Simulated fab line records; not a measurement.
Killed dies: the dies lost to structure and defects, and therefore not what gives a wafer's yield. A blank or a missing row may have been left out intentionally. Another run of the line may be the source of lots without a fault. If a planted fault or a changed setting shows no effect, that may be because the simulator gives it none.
fab line records	flow n5_finfet
record lots=6	wafers=18	last_day=20
route steps=1938 shown BEOL_M10@1479 PASSIVATION@1936
lots that met no fault: from a run of the same line without faults
start_h: the number of hours between the record's first day and the start of the first shown wafer of the lot	wait_h: how many hours have passed since the lot's step before this one	" as in the row above	L1.1+2: a row that stands for several wafers	- value missing, or start not given	* or withheld: withheld	< > ~ a bound
route shown NAME@n: names a module that has steps shown in the file, with the first one's number in the route	usual: mean/standard deviation taken from wafers without a fault	same: alike in all rows	chamber/n: place in a boat	sites: the reading at each site	_std_site: the values' standard deviation	_edge_site: mean of outer sites minus mean of inner sites	radius_mm: for every site, how far away it sits from the centre of the wafer	mask NAME#n: copy n	behind: the tool/chamber that last shaped the wafer	hold: the reason the lot was held/the length of the hold in hours/how it ended	device: which transistor (n, p or np) failed to switch	end of line: tests run on the same wafers once the route is complete	where a step has no rows: the recipe by itself	killed: the dies lost at the first sort to structure and to defects; this is not the yield of the wafer	map: a wafer's dies, x killed, . not, _ none there
set.NAME: the setting as run; set.NAME@STEP: as run at that earlier step	model.NAME: the simulator's own value behind a step, which no gauge read
certain route steps with their lots: each step a table, each wafer a row
services: from which hour (start_h, from the record's first day; less than 0 if before it) a tool's chamber was out of use, for how many hours, and why
## steps
# step N5_BEOL_M10_SOFTBAKE_06
# recipe temp_c=110	time_s=60	resist=CAR-ArF
# step N5_BEOL_M10_EXPOSE_08
# recipe mask_id=M10	na=1.35	source_shape=dipole	sigma_inner=0.411	sigma_outer=0.611	polarization=te	dose_mj=53.75
# step N5_BEOL_M10_PEB_09
# recipe peb_temp_c=withheld	peb_time_s=60	resist=CAR-ArF
# step N5_BEOL_M10_DEVELOP_10
# recipe develop_time_s=30	developer=TMAH	resist=CAR-ArF	rinse_liquid=diw	dry=air_spin	dev_temp_c=23
# step N5_BEOL_M10_CD_MEAS_11
# recipe target_cd_nm=64.1	landing_energy_ev=500	detector=se_inlens	polarity=opening
# usual cd_nm=64.1/0.47
lot.wafer	tool	chamber	start_h	wait_h	cd_nm
L458.3	cd_sem-01	0	264.81	-	64.1
L458.4	"	0	"	"	64.9
L458.6	"	0	"	"	64.1
L468.3	cd_sem-02	0	326.67	-	64.3
L468.5	"	0	"	"	64.4
L468.6	"	0	"	"	64.3
L480.1	cd_sem-03	0	367.44	-	62.8
L480.3	"	0	"	"	64.1
L480.5	"	0	"	"	63.6
L476.1	cd_sem-03	0	376.41	-	65.0
L476.3	"	0	"	"	64.1
L476.5	"	0	"	"	64.6
L478.3	cd_sem-01	0	383.64	-	64.2
L478.5	"	0	"	"	63.9
L478.6	"	0	"	"	63.8
L481.3	cd_sem-03	0	415.05	-	63.6
L481.4	"	0	"	"	63.6
L481.5	"	0	"	"	64.2
# step N5_BEOL_M10_OVL_MEAS_12
# recipe points_per_wafer=44
# usual M10_OVL=-0.8/0.8
# same points_per_wafer=44
lot.wafer	tool	chamber	start_h	wait_h	M10_OVL[nm]
L458.3	overlay-01	0	264.84	0.0	0.1
L458.4	"	0	"	"	-1.2
L458.6	"	0	"	"	-1.5
L468.3	overlay-02	0	326.70	0.0	-0.9
L468.5	"	0	"	"	-0.3
L468.6	"	0	"	"	-1.4
L480.1	overlay-01	0	367.47	0.0	-2.6
L480.3	"	0	"	"	-2.4
L480.5	"	0	"	"	-1.7
L476.1	overlay-01	0	376.44	0.0	-0.9
L476.3	"	0	"	"	1.0
L476.5	"	0	"	"	-0.5
L478.3	overlay-01	0	383.67	0.0	-0.5
L478.5	"	0	"	"	0.2
L478.6	"	0	"	"	-1.2
L481.3	overlay-01	0	415.08	0.0	-2.5
L481.4	"	0	"	"	-1.8
L481.5	"	0	"	"	-1.7
# step N5_BEOL_M10_INSPECT_13
# recipe mode=adi	inspect_instrument=brightfield
# usual raw_defect_count=442/120
lot.wafer	tool	chamber	start_h	wait_h	raw_defect_count
L458.3	defect_inspect-02	-	264.86	0.0	606
L458.4	"	-	"	"	452
L458.6	"	-	"	"	520
L468.3	defect_inspect-02	-	326.72	0.0	326
L468.5	"	-	"	"	317
L468.6	"	-	"	"	325
L480.1	defect_inspect-01	-	367.49	0.0	355
L480.3	"	-	"	"	669
L480.5	"	-	"	"	762
L476.1	defect_inspect-02	-	376.46	0.0	414
L476.3	"	-	"	"	376
L476.5	"	-	"	"	424
L478.3	defect_inspect-02	-	383.69	0.0	455
L478.5	"	-	"	"	631
L478.6	"	-	"	"	740
L481.3	defect_inspect-02	-	415.10	0.0	622
L481.4	"	-	"	"	641
L481.5	"	-	"	"	511
# step N5_BEOL_M10_DESCUM_16
# recipe chemistry=O2	time_s=7.9	source_power_w=50	bias_power_w=20	pressure_mtorr=20	rf_frequency_hz=2.712e+07	temp_c=40	resist=CAR-ArF	o2_flow_sccm=225
# usual chamber_pressure_mTorr=20.000/0.018	drypump_motor_current_A=5.7/0.47	oes_product_au=0.83/0.089	rf_vpp_V=242.7/1.4	showerhead_plenum_p_Torr=2.07/0.072	throttle_valve_pct=20.46/0.23
lot.wafer	tool	chamber	start_h	wait_h	chamber_pressure_mTorr	drypump_motor_current_A	oes_product_au	rf_hours_counter_h	rf_vpp_V	showerhead_plenum_p_Torr	throttle_valve_pct
L458.3	rie_diel-06	1	265.28	0.4	19.992	5.8	0.73	177	242.0	1.99	20.62
L458.4	"	3	"	"	19.998	4.9	0.95	19	242.9	2.05	20.63
L458.6	"	1	"	"	19.990	5.8	0.73	-	241.7	1.99	20.64
L468.3	rie_diel-05	0	326.75	0.0	19.993	6.5	0.85	59	241.3	2.05	20.01
L468.5	"	0	"	"	19.996	6.4	0.86	-	242.1	2.05	20.03
L468.6	"	1	"	"	20.011	6.5	0.96	-	244.0	2.25	20.39
L480.1	rie_diel-05	1	367.71	0.2	20.019	6.5	0.90	20	246.1	2.24	20.40
L480.3	"	2	"	"	19.994	6.2	0.69	248	242.8	2.06	20.69
L480.5	"	0	"	"	19.999	6.5	0.83	-	240.8	2.04	20.05
L476.1	rie_diel-03	3	376.50	0.0	20.017	5.3	0.90	29	242.3	2.05	20.14
L476.3	"	2	"	"	19.979	5.8	0.81	107	245.0	2.19	20.39
L476.5	"	2	"	"	19.987	5.8	0.81	-	245.5	2.19	20.40
L478.3	rie_diel-05	0	383.99	0.3	20.006	6.5	0.82	83	241.7	2.04	20.06
L478.5	"	3	"	"	19.991	5.4	0.93	-	241.9	2.05	20.59
L478.6	"	1	"	"	20.003	6.5	0.89	-	245.7	2.24	20.42
L481.3	rie_diel-06	3	415.13	0.0	20.005	4.9	0.87	72	243.3	2.03	20.70
L481.4	"	1	"	"	19.989	5.8	0.69	223	240.8	1.98	20.69
L481.5	"	2	"	"	19.995	5.5	0.73	-	243.5	2.08	20.35
# step N5_BEOL_M10_ETCH_61
# recipe chemistry=CF4	target=SiARC	target_depth_a=390	mask_material=CAR-ArF	time_s=65	ion_energy_ev=80	pressure_mtorr=40	source_w=545	bias_w=36	Ar_flow_sccm=100	cf4_flow_sccm=100	ends=cleared
# usual chamber_pressure_mTorr=40.00/0.036	drypump_motor_current_A=5.7/0.47	etch_rf_on_time_s=64.4/1.1	oes_product_au=0.71/0.076	rf_vpp_V=183.7/1.2	showerhead_plenum_p_Torr=2.12/0.069	throttle_valve_pct=15.61/0.24
lot.wafer	tool	chamber	start_h	wait_h	chamber_pressure_mTorr	drypump_motor_current_A	etch_rf_on_time_s	oes_product_au	rf_hours_counter_h	rf_vpp_V	showerhead_plenum_p_Torr	throttle_valve_pct
L458.3	rie_diel-06	1	265.31	0.0	40.03	5.8	65.3	0.63	177	181.7	2.05	15.86
L458.4	"	3	"	"	39.92	4.9	62.8	0.81	19	184.1	2.10	15.71
L458.6	"	1	"	"	40.03	5.8	65.6	0.62	-	183.5	2.05	15.87
L468.3	rie_diel-05	0	326.79	0.0	40.06	6.4	63.4	0.73	59	183.7	2.09	15.16
L468.5	"	0	"	"	40.00	6.5	63.6	0.74	-	183.1	2.08	15.14
L468.6	"	1	"	"	40.01	6.5	65.1	0.82	-	185.3	2.28	15.44
L480.1	rie_diel-05	1	367.74	0.0	39.95	6.5	65.3	0.77	20	185.3	2.28	15.49
L480.3	"	2	"	"	40.02	6.3	66.4	0.58	248	183.3	2.11	15.88
L480.5	"	0	"	"	40.03	6.5	64.2	0.71	-	182.8	2.08	15.19
L476.1	rie_diel-03	3	376.53	0.0	40.01	5.3	65.0	0.76	29	182.9	2.10	15.27
L476.3	"	2	"	"	40.02	5.8	63.1	0.70	107	186.4	2.24	15.60
L476.5	"	2	"	"	40.05	5.8	63.7	0.70	-	184.6	2.24	15.61
L478.3	rie_diel-05	0	384.03	0.0	39.95	6.5	63.5	0.71	83	185.5	2.08	15.20
L478.5	"	3	"	"	39.97	5.4	63.2	0.79	-	181.5	2.10	15.68
L478.6	"	1	"	"	39.97	6.5	65.2	0.76	-	185.5	2.27	15.49
L481.3	rie_diel-06	3	415.17	0.0	39.96	4.9	64.2	0.74	72	182.3	2.08	15.79
L481.4	"	1	"	"	39.99	5.8	66.6	0.59	223	183.3	2.04	15.95
L481.5	"	2	"	"	39.96	5.5	65.9	0.62	-	183.5	2.13	15.62
# step N5_BEOL_M10_ETCH_62
# recipe chemistry=N2/H2	target=SOC	target_depth_a=1100	overetch_a=220	mask_material=SiARC	temp_c=40	time_s=165	ion_energy_ev=200	pressure_mtorr=30	source_w=840	bias_w=150	n2_flow_sccm=200	h2_flow_sccm=200
# usual chamber_pressure_mTorr=30.001/0.029	drypump_motor_current_A=5.7/0.47	h2_flow_sccm=200.0/0.64	oes_product_au=0.70/0.07	rf_vpp_V=523.1/2.4	showerhead_plenum_p_Torr=2.51/0.087	throttle_valve_pct=17.89/0.23
lot.wafer	tool	chamber	start_h	wait_h	chamber_pressure_mTorr	drypump_motor_current_A	h2_flow_sccm	oes_product_au	rf_hours_counter_h	rf_vpp_V	showerhead_plenum_p_Torr	throttle_valve_pct
L458.3	rie_diel-06	1	265.36	0.0	30.018	5.8	199.8	0.63	177	519.6	2.42	18.03
L458.4	"	3	"	"	29.976	4.9	199.0	0.80	19	521.6	2.49	18.01
L458.6	"	1	"	"	30.019	5.8	200.5	0.63	-	519.6	2.42	18.03
L468.3	rie_diel-05	0	326.84	0.0	30.001	6.5	198.6	0.72	59	522.6	2.48	17.41
L468.5	"	0	"	"	30.022	6.5	198.1	0.72	-	522.2	2.48	17.41
L468.6	"	1	"	"	29.980	6.5	200.7	0.82	-	526.8	2.72	17.77
L480.1	rie_diel-05	1	367.79	0.0	30.029	6.5	200.0	0.77	20	528.3	2.72	17.81
L480.3	"	2	"	"	30.027	6.3	198.9	0.58	248	523.5	2.50	18.11
L480.5	"	0	"	"	30.003	6.5	198.9	0.69	-	521.9	2.47	17.46
L476.1	rie_diel-03	3	376.58	0.0	30.014	5.3	200.1	0.76	30	523.2	2.49	17.49
L476.3	"	2	"	"	30.039	5.8	199.0	0.68	107	528.0	2.67	17.87
L476.5	"	2	"	"	29.977	5.8	198.5	0.68	-	528.1	2.67	17.87
L478.3	rie_diel-05	0	384.08	0.0	29.990	6.5	200.6	0.70	83	522.3	2.47	17.45
L478.5	"	3	"	"	30.013	5.4	199.7	0.78	-	522.5	2.48	17.98
L478.6	"	1	"	"	30.005	6.5	200.3	0.75	-	527.9	2.71	17.83
L481.3	rie_diel-06	3	415.22	0.0	30.013	4.9	198.8	0.72	72	521.7	2.47	18.11
L481.4	"	1	"	"	29.977	5.8	200.3	0.60	223	522.1	2.41	18.12
L481.5	"	2	"	"	30.000	5.5	199.9	0.62	-	524.9	2.53	17.93
# step N5_BEOL_M10_STRIP_68
# recipe chemistry=N2/H2	temp_c=40	n2_flow_sccm=200	h2_flow_sccm=200	rf_frequency_hz=6e+07
# step N5_BEOL_M10_STRIP_67
# recipe chemistry=CF4	resist=SiARC	power_w=300	bias_power_w=75	pressure_mtorr=50	cf4_flow_sccm=150	rf_frequency_hz=6e+07
# usual chamber_pressure_mTorr=50.00/0.049	drypump_motor_current_A=5.7/0.47	oes_product_au=0.82/0.082	rf_vpp_V=270.6/1.6	showerhead_plenum_p_Torr=1.77/0.058	throttle_valve_pct=13.57/0.24
lot.wafer	tool	chamber	start_h	wait_h	chamber_pressure_mTorr	drypump_motor_current_A	oes_product_au	rf_hours_counter_h	rf_vpp_V	showerhead_plenum_p_Torr	throttle_valve_pct
L458.3	rie_diel-06	1	265.51	0.0	49.97	5.8	0.73	177	270.8	1.71	13.81
L458.4	"	3	"	"	50.10	4.9	0.93	19	270.4	1.76	13.62
L458.6	"	1	"	"	49.94	5.8	0.74	-	269.2	1.71	13.83
L468.3	rie_diel-05	0	326.98	0.0	50.07	6.4	0.85	59	268.8	1.75	13.12
L468.5	"	0	"	"	49.99	6.4	0.84	-	268.8	1.75	13.13
L468.6	"	1	"	"	50.01	6.5	0.96	-	272.7	1.91	13.38
L480.1	rie_diel-05	1	367.94	0.0	50.01	6.5	0.91	20	273.8	1.91	13.42
L480.3	"	2	"	"	50.01	6.3	0.69	248	271.3	1.77	13.88
L480.5	"	0	"	"	49.93	6.5	0.83	-	269.8	1.74	13.17
L476.1	rie_diel-03	3	376.73	0.0	49.97	5.3	0.90	30	270.3	1.76	13.25
L476.3	"	2	"	"	49.99	5.8	0.81	108	272.5	1.88	13.57
L476.5	"	2	"	"	49.90	5.8	0.81	-	271.8	1.88	13.59
L478.3	rie_diel-05	0	384.23	0.0	49.99	6.4	0.83	83	270.0	1.74	13.17
L478.5	"	3	"	"	50.00	5.4	0.92	-	269.5	1.76	13.60
L478.6	"	1	"	"	50.03	6.5	0.88	-	272.9	1.91	13.44
L481.3	rie_diel-06	3	415.36	0.0	49.97	4.9	0.85	72	268.7	1.74	13.74
L481.4	"	1	"	"	50.03	5.8	0.70	223	269.0	1.70	13.94
L481.5	"	2	"	"	49.85	5.5	0.73	-	270.1	1.79	13.61
# step N5_BEOL_M10_HM_OPEN_17
# recipe chemistry=Cl2/BCl3	target_depth_a=200	overetch_a=60	target=TiN	mask_material=SOC	ion_energy_ev=150	pressure_mtorr=10	icp_w=1000	bias_w=126	Cl2_flow_sccm=53.25	bcl3_flow_sccm=21.75	Ar_flow_sccm=25
# usual chamber_pressure_mTorr=9.999/0.0085	drypump_motor_current_A=5.83/0.28	he_backside_leak_sccm=3.27/0.18	mfc_cl2_sccm=53.24/0.17	oes_product_au=0.67/0.094	throttle_valve_pct=22.06/0.22
lot.wafer	tool	chamber	start_h	wait_h	chamber_pressure_mTorr	drypump_motor_current_A	he_backside_leak_sccm	mfc_cl2_sccm	oes_product_au	rf_hours_counter_h	throttle_valve_pct	model.SOC_of_BEOL_M10_COAT_59.thk_nm
L458.3	rie_metal-01	0	265.61	0.1	10.008	5.93	3.34	53.22	0.59	-	22.13	92.2
L458.4	"	0	"	"	10.009	5.91	3.24	53.22	0.60	-	22.11	92.2
L458.6	"	0	"	"	9.987	5.92	3.22	53.12	0.60	-	22.11	92.4
L468.3	rie_metal-02	1	327.05	0.1	10.001	5.33	3.04	53.28	0.77	-	22.33	92.2
L468.5	"	0	"	"	9.979	5.65	2.92	53.66	0.59	-	21.67	92.6
L468.6	"	1	"	"	10.003	5.33	3.06	53.32	0.78	-	22.33	92.2
L480.1	rie_metal-01	0	367.98	0.0	9.985	5.91	3.19	53.02	0.58	78	22.13	91.4
L480.3	"	1	"	"	9.996	6.13	3.35	53.62	0.77	-	21.93	91.4
L480.5	"	0	"	"	10.016	5.91	3.33	53.41	0.57	-	22.13	91.4
L476.1	rie_metal-02	0	376.77	0.0	10.002	5.66	3.43	53.22	0.57	100	21.70	93.4
L476.3	"	0	"	"	10.007	5.66	3.17	53.00	0.57	-	21.69	93.4
L476.5	"	0	"	"	9.991	5.67	3.37	52.95	0.57	-	21.69	93.6
L478.3	rie_metal-02	1	384.30	0.1	10.002	5.35	3.17	53.02	0.74	-	22.36	92.4
L478.5	"	1	"	"	9.999	5.31	3.23	53.53	0.75	-	22.36	92.4
L478.6	"	0	"	"	9.990	5.66	3.40	52.90	0.56	-	21.72	93.6
L481.3	rie_metal-01	0	415.43	0.1	9.993	5.91	3.12	53.01	0.56	-	22.15	92.2
L481.4	"	1	"	"	9.997	6.14	3.46	53.22	0.74	-	21.94	92.6
L481.5	"	0	"	"	9.992	5.88	3.15	53.27	0.56	-	22.16	92.2
# step N5_BEOL_M10_STRIP_19
# recipe chemistry=O2	power_w=400	temp_c=40	pressure_mtorr=30	rf_frequency_hz=6e+07	bias_power_w=0	overash_fraction=0.2	o2_flow_sccm=225
# usual chamber_pressure_mTorr=30.00/0.036	drypump_motor_current_A=5.7/0.44	oes_product_au=0.82/0.093	rf_vpp_V=3.6/0.6	showerhead_plenum_p_Torr=2.07/0.073	throttle_valve_pct=16.72/0.22
lot.wafer	tool	chamber	start_h	wait_h	chamber_pressure_mTorr	drypump_motor_current_A	oes_product_au	rf_hours_counter_h	rf_vpp_V	showerhead_plenum_p_Torr	throttle_valve_pct
L458.3	rie_diel-03	0	265.76	0.1	29.98	5.7	0.71	204	4.3	1.99	16.96
L458.4	"	1	"	"	29.94	5.5	0.93	18	3.6	2.06	16.79
L458.6	"	1	"	"	30.04	5.5	0.93	-	4.3	2.06	16.76
L468.3	rie_diel-05	2	327.14	0.1	29.97	6.2	0.69	232	4.9	2.07	16.95
L468.5	"	1	"	"	30.06	6.5	0.96	-	2.3	2.25	16.56
L468.6	"	2	"	"	29.97	6.2	0.68	-	4.3	2.07	16.94
L480.1	rie_diel-06	2	368.09	0.1	30.00	5.5	0.74	171	4.1	2.09	16.61
L480.3	"	3	"	"	30.06	4.9	0.89	57	3.5	2.04	16.88
L480.5	"	0	"	"	30.02	5.7	0.84	-	3.9	2.04	16.66
L476.1	rie_diel-06	2	376.97	0.2	30.03	5.5	0.73	173	3.2	2.08	16.63
L476.3	"	0	"	"	29.98	5.7	0.84	69	3.2	2.04	16.65
L476.5	"	2	"	"	30.06	5.5	0.73	-	4.7	2.08	16.60
L478.3	rie_diel-05	3	384.42	0.1	30.03	5.4	0.94	14	2.8	2.05	16.75
L478.5	"	3	"	"	30.01	5.4	0.91	-	2.3	2.05	16.77
L478.6	"	1	"	"	30.01	6.5	0.90	-	3.9	2.24	16.61
L481.3	rie_diel-03	2	415.51	0.1	29.98	5.8	0.79	126	4.0	2.19	16.67
L481.4	"	3	"	"	30.01	5.3	0.86	47	2.6	2.04	16.38
L481.5	"	1	"	"	30.04	5.5	0.83	-	3.2	2.04	16.89
# step N5_PASSIVATION_PROBE_49
# usual defect_limited_yield=91.1/1.4	killed_at_M0_to_M3=34/10	killed_at_M4_up=14/5.5	killed_at_contacts=12/5.1	killed_at_front_end=41/12	killed_at_other=4/3.1	killed_dies=105/17	killed_open=70/13	killed_short=33/7.6	sort_bin_5_function=5.3/0.98	sort_bin_6_memory=3.3/0.67	sort_n_pass=1075/17	sort_yield_pct=91.1/1.4
# same gross_dies=1180	killed_at_back_side=0	sort_bin_4_leakage[%]=0	sort_bin_8_speed[%]=0
lot.wafer	tool	chamber	start_h	wait_h	defect_limited_yield[%]	killed_at_M0_to_M3	killed_at_M4_up	killed_at_contacts	killed_at_front_end	killed_at_other	killed_dies	killed_open	killed_short	sort_bin_5_function[%]	sort_bin_6_memory[%]	sort_n_pass	sort_yield_pct[%]
L458.3	prober-01	-	325.41	0.1	86.9	54	5	18	74	3	154	115	39	7.2	5.4	1026	86.9
L458.4	prober-01	-	325.46	0.2	89.5	51	14	12	44	3	124	85	38	5.7	4.5	1056	89.5
L458.6	prober-01	-	325.56	0.3	89.7	50	10	13	44	4	121	85	36	5.8	4.2	1059	89.7
L468.3	prober-02	-	383.30	0.1	88.0	41	22	14	60	5	142	102	40	6.4	5.2	1038	88.0
L468.5	prober-02	-	383.40	0.2	90.3	36	18	7	50	4	115	74	39	5.6	3.8	1065	90.3
L468.6	prober-02	-	383.45	0.3	90.7	31	12	15	49	3	110	70	38	5.8	3.4	1070	90.7
L480.1	prober-01	-	420.26	0.0	91.7	38	7	4	47	2	98	69	28	5.3	2.7	1082	91.7
L480.3	prober-01	-	420.36	0.1	90.7	54	13	17	24	2	110	84	24	5.4	3.4	1070	90.7
L480.5	prober-01	-	420.46	0.2	90.4	33	14	15	44	7	113	79	31	5.0	4.3	1067	90.4
L476.1	prober-02	-	436.84	0.0	88.6	37	27	21	48	2	135	87	46	6.7	4.1	1045	88.6
L476.3	prober-02	-	436.94	0.1	91.1	41	13	13	32	6	105	72	33	5.3	3.4	1075	91.1
L476.5	prober-02	-	437.04	0.2	91.5	24	12	13	46	5	100	64	34	5.3	3.0	1080	91.5
L478.3	prober-02	-	437.73	0.1	92.1	22	6	12	52	1	93	59	33	5.3	2.4	1087	92.1
L478.5	prober-02	-	437.83	0.2	89.7	46	13	11	50	2	122	78	44	5.6	4.3	1058	89.7
L478.6	prober-02	-	437.88	0.3	89.8	33	17	28	35	7	120	88	28	5.6	4.2	1060	89.8
L481.3	prober-01	-	476.68	0.1	91.1	32	11	14	47	1	105	71	34	4.9	3.2	1075	91.1
L481.4	prober-01	-	476.73	0.2	90.3	49	22	9	35	0	115	64	50	6.1	3.2	1065	90.3
L481.5	prober-01	-	476.78	0.2	90.9	52	14	13	28	0	107	61	44	5.5	3.2	1073	90.9
# killed by level:class
L458.3 FIN_SAQP:geometric_particle:open=25 STI_FIN_REVEAL:geometric_particle:open=23 MOL_CONTACT_COAG:geometric_particle:open=16 BEOL_M0_SAQP:geometric_particle:open=16 FIN_SAQP:geometric_particle:short=13 BEOL_M2:geometric_particle:open=12 BEOL_M0_SAQP:geometric_particle:short=11 BEOL_M3:geometric_particle:open=5
L458.4 FIN_SAQP:geometric_particle:open=15 BEOL_M1:geometric_particle:open=12 MOL_CONTACT_COAG:geometric_particle:open=10 BEOL_M0_SAQP:geometric_particle:short=9 BEOL_M2:geometric_particle:open=9 BEOL_M3:geometric_particle:open=9 STI_FIN_REVEAL:geometric_particle:open=7 FIN_SAQP:geometric_particle:short=6
L458.6 STI_FIN_REVEAL:geometric_particle:open=14 MOL_CONTACT_COAG:geometric_particle:open=11 BEOL_M0_SAQP:geometric_particle:short=11 BEOL_M1:geometric_particle:open=7 FIN_SAQP:geometric_particle:open=6 BEOL_M0_SAQP:geometric_particle:open=6 BEOL_M0:geometric_particle:open=6 BEOL_M2:geometric_particle:open=6
L468.3 FIN_SAQP:geometric_particle:open=15 MOL_CONTACT_COAG:geometric_particle:open=14 BEOL_M0_SAQP:geometric_particle:short=13 BEOL_M0_SAQP:geometric_particle:open=12 FIN_SAQP:geometric_particle:short=11 BEOL_M1:geometric_particle:open=11 BEOL_M4:geometric_particle:open=9 DUMMY_GATE:geometric_particle:open=8
L468.5 BEOL_M0_SAQP:geometric_particle:short=13 FIN_SAQP:geometric_particle:open=11 BEOL_M0_SAQP:geometric_particle:open=9 GATE_CUT:geometric_particle:short=7 MOL_CONTACT_COAG:geometric_particle:open=7 STARTING-WAFER:geometric_particle:open=7 STI_FIN_REVEAL:geometric_particle:open=6 BEOL_M4:geometric_particle:open=6
L468.6 MOL_CONTACT_COAG:geometric_particle:open=15 DUMMY_GATE:geometric_particle:open=14 BEOL_M0_SAQP:geometric_particle:short=11 BEOL_M0_SAQP:geometric_particle:open=8 STI_FIN_REVEAL:geometric_particle:open=6 GATE_CUT:geometric_particle:short=6 BEOL_M4:geometric_particle:open=6 FIN_SAQP:geometric_particle:open=5
L480.1 BEOL_M0_SAQP:geometric_particle:open=12 STI_FIN_REVEAL:geometric_particle:open=11 FIN_SAQP:geometric_particle:open=10 BEOL_M0_SAQP:geometric_particle:short=8 ILD0:geometric_particle:open=7 BEOL_M3:geometric_particle:open=7 BEOL_M1:geometric_particle:open=5 FIN_SAQP:geometric_particle:short=4
L480.3 BEOL_M3:geometric_particle:open=21 MOL_CONTACT_COAG:geometric_particle:open=13 BEOL_M1:geometric_particle:open=9 BEOL_M0_SAQP:geometric_particle:open=6 FIN_SAQP:geometric_particle:open=5 BEOL_M0_SAQP:geometric_particle:short=5 MOL_CONTACT_COAG:geometric_particle:short=4 BEOL_M0:geometric_particle:open=4
L480.5 MOL_CONTACT_COAG:geometric_particle:open=14 STI_FIN_REVEAL:geometric_particle:open=10 BEOL_M0_SAQP:geometric_particle:open=10 BEOL_M0_SAQP:geometric_particle:short=8 GATE_CUT:geometric_particle:short=7 FIN_SAQP:geometric_particle:open=6 FIN_SAQP:geometric_particle:short=5 BEOL_M2:geometric_particle:open=5
L476.1 MOL_CONTACT_COAG:geometric_particle:open=17 BEOL_M4:geometric_particle:open=15 BEOL_M3:geometric_particle:open=9 STI_FIN_REVEAL:geometric_particle:open=8 DUMMY_GATE:geometric_particle:open=7 BEOL_M0_SAQP:geometric_particle:short=7 GATE_CUT:geometric_particle:short=6 BEOL_M0_SAQP:geometric_particle:open=6
L476.3 BEOL_M1:geometric_particle:open=12 MOL_CONTACT_COAG:geometric_particle:open=11 DUMMY_GATE:geometric_particle:open=9 BEOL_M3:geometric_particle:open=8 STI_FIN_REVEAL:geometric_particle:open=6 BEOL_M0_SAQP:geometric_particle:short=5 BEOL_M4:geometric_particle:open=5 FIN_SAQP:geometric_particle:short=4
L476.5 FIN_SAQP:geometric_particle:short=12 MOL_CONTACT_COAG:geometric_particle:open=11 DUMMY_GATE:geometric_particle:open=9 BEOL_M3:geometric_particle:open=7 FIN_SAQP:geometric_particle:open=6 BEOL_M1:geometric_particle:open=4 BEOL_M3:geometric_particle:short=4 BEOL_M5:geometric_particle:open=4
L478.3 FIN_SAQP:geometric_particle:open=17 FIN_SAQP:geometric_particle:short=13 MOL_CONTACT_COAG:geometric_particle:open=9 STI_FIN_REVEAL:geometric_particle:open=6 BEOL_M1:geometric_particle:open=6 DUMMY_GATE:geometric_particle:open=5 BEOL_M0_SAQP:geometric_particle:short=4 BEOL_M1:geometric_particle:short=4
L478.5 FIN_SAQP:geometric_particle:short=18 BEOL_M0_SAQP:geometric_particle:open=15 FIN_SAQP:geometric_particle:open=13 BEOL_M0_SAQP:geometric_particle:short=12 BEOL_M2:geometric_particle:open=10 MOL_CONTACT_COAG:geometric_particle:open=7 DUMMY_GATE:geometric_particle:open=4 MOL_CONTACT_COAG:geometric_particle:short=4
L478.6 MOL_CONTACT_COAG:geometric_particle:open=26 BEOL_M2:geometric_particle:open=9 FIN_SAQP:geometric_particle:open=8 BEOL_M0_SAQP:geometric_particle:open=7 FIN_SAQP:geometric_particle:short=6 DUMMY_GATE:geometric_particle:open=6 STI_FIN_REVEAL:geometric_particle:open=5 BEOL_M8:geometric_particle:open=5
L481.3 MOL_CONTACT_COAG:geometric_particle:open=13 BEOL_M2:geometric_particle:open=10 STI_FIN_REVEAL:geometric_particle:open=9 FIN_SAQP:geometric_particle:open=8 FIN_SAQP:geometric_particle:short=7 DUMMY_GATE:geometric_particle:open=5 BEOL_M2:geometric_particle:short=5 BEOL_M0_SAQP:geometric_particle:open=4
L481.4 BEOL_M0_SAQP:geometric_particle:short=15 FIN_SAQP:geometric_particle:short=8 BEOL_M4:geometric_particle:open=8 BEOL_M0_SAQP:geometric_particle:open=8 MOL_CONTACT_COAG:geometric_particle:open=7 BEOL_M2:geometric_particle:open=7 BEOL_M2:geometric_particle:short=7 GATE_CUT:geometric_particle:open=5
L481.5 BEOL_M0_SAQP:geometric_particle:short=17 MOL_CONTACT_COAG:geometric_particle:open=10 BEOL_M0_SAQP:geometric_particle:open=10 BEOL_M2:geometric_particle:short=10 STI_FIN_REVEAL:geometric_particle:open=7 DUMMY_GATE:geometric_particle:open=7 BEOL_M1:geometric_particle:open=6 BEOL_M2:geometric_particle:open=5
## services
tool	chamber	start_h	hours	kind
rie_diel-05	1	267.39	5.0	repair
rie_diel-03	3	270.33	-	clean
rie_diel-03	3	270.33	-	consumable_replace:focus_ring
rie_diel-03	3	270.33	20.3	scheduled_down
rie_diel-03	3	270.33	20.3	vent_cycle
rie_diel-05	1	299.46	2.0	repair
rie_diel-06	1	299.65	16.4	repair
rie_diel-05	1	303.94	-	clean
rie_diel-05	1	303.94	-	consumable_replace:focus_ring
rie_diel-05	1	303.94	-	consumable_replace:showerhead
rie_diel-05	1	303.94	18.2	scheduled_down
rie_diel-05	1	303.94	18.2	vent_cycle
rie_diel-03	-	322.24	2.8	pm
rie_diel-05	3	322.39	-	clean
rie_diel-05	3	322.39	-	consumable_replace:focus_ring
rie_diel-05	3	322.39	28.0	scheduled_down
rie_diel-05	3	322.39	28.0	vent_cycle
rie_metal-01	0	332.37	4.0	repair
rie_metal-02	1	353.84	23.1	repair
rie_diel-05	2	372.24	-	clean
rie_diel-05	2	372.24	-	consumable_replace:focus_ring
rie_diel-05	2	372.24	19.2	scheduled_down
rie_diel-05	2	372.24	19.2	vent_cycle
rie_diel-05	3	390.05	2.9	repair
## key
first_sign none at tools or gauges
model_effect step=N5_BEOL_M10_HM_OPEN_17	value=SOC_of_BEOL_M10_COAT_59.thk_nm	without=92.05	struck=93.5
met_at N5_BEOL_M10_HM_OPEN_17
struck_wafers L476.1,L476.3,L476.5,L478.6
onset_between 327.05 376.77
fault kind=process_parameter_drift	tool=rie_metal-02	chamber=0	onset_h=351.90	steps=N5_BEOL_M10_HM_OPEN_17	channel=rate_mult	offset=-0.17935	shape=step	end_h=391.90
